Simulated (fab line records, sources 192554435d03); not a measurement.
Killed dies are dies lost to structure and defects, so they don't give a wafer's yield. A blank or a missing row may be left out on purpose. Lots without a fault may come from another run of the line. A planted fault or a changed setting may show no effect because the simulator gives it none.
Chamber matching | flow n5_finfet | N5_PMOS_HMC_CHANNEL_EPI_HM_OPEN_15 on rie_diel-02: 4 sister chambers
The step chemistry CHF3/O2, target SiO2, target depth 40.6 nm, time 20.3 s. 8 wafers are shown with their chamber, then 11 later ones without.

WAFERS WITH THEIR CHAMBER
wafer  | chamber | showerhead_plenum_p_Torr (Torr) | drypump_motor_current_A (A)
L075.4 | 3       | 2.32                            | 6.2
L076.6 | 2       | 2.26                            | 6.6
L078.3 | 2       | 2.26                            | 6.6
L086.1 | 0       | 2.29                            | 6.8
L086.2 | 3       | 2.31                            | 6.2
L087.4 | 1       | 2.52                            | 5.5
L087.6 | 0       | 2.29                            | 6.8
L089.1 | 1       | 2.52                            | 5.6

WAFERS WITHOUT THEIR CHAMBER
wafer  | showerhead_plenum_p_Torr (Torr) | drypump_motor_current_A (A)
L089.3 | 2.25                            | 6.7
L089.6 | 2.52                            | 5.6
L092.2 | 2.25                            | 6.7
L092.3 | 2.52                            | 5.5
L092.5 | 2.52                            | 5.6
L094.2 | 2.28                            | 6.7
L094.5 | 2.30                            | 6.2
L094.6 | 2.25                            | 6.6
L095.1 | 2.52                            | 5.5
L095.2 | 2.25                            | 6.7
L095.3 | 2.30                            | 6.2

WHICH CHAMBER EACH WENT THROUGH
wafer  | from the rows above | in truth
L089.3 | 2                   | 2
L089.6 | 1                   | 1
L092.2 | 2                   | 2
L092.3 | 1                   | 1
L092.5 | 1                   | 1
L094.2 | 0                   | 0
L094.5 | 3                   | 3
L094.6 | 2                   | 2
L095.1 | 1                   | 1
L095.2 | 2                   | 2
L095.3 | 3                   | 3
Placed correctly: 11 of 11. Can't be placed from these rows: 0. Placed wrongly: 0.
How it was worked out, from the rows above alone: a wafer's distance from a chamber is the root of the sum, over the readings, of the square of ((its reading less the chamber's mean) divided by the reading's scatter). The wafer belongs to the nearest chamber; if the next one is less than 2 further off, it can't be placed. A chamber's mean is the mean of its shown wafers. The scatter: the root of (the sum of the squares of (reading less its chamber's mean) over the shown wafers, divided by (wafers less chambers)).
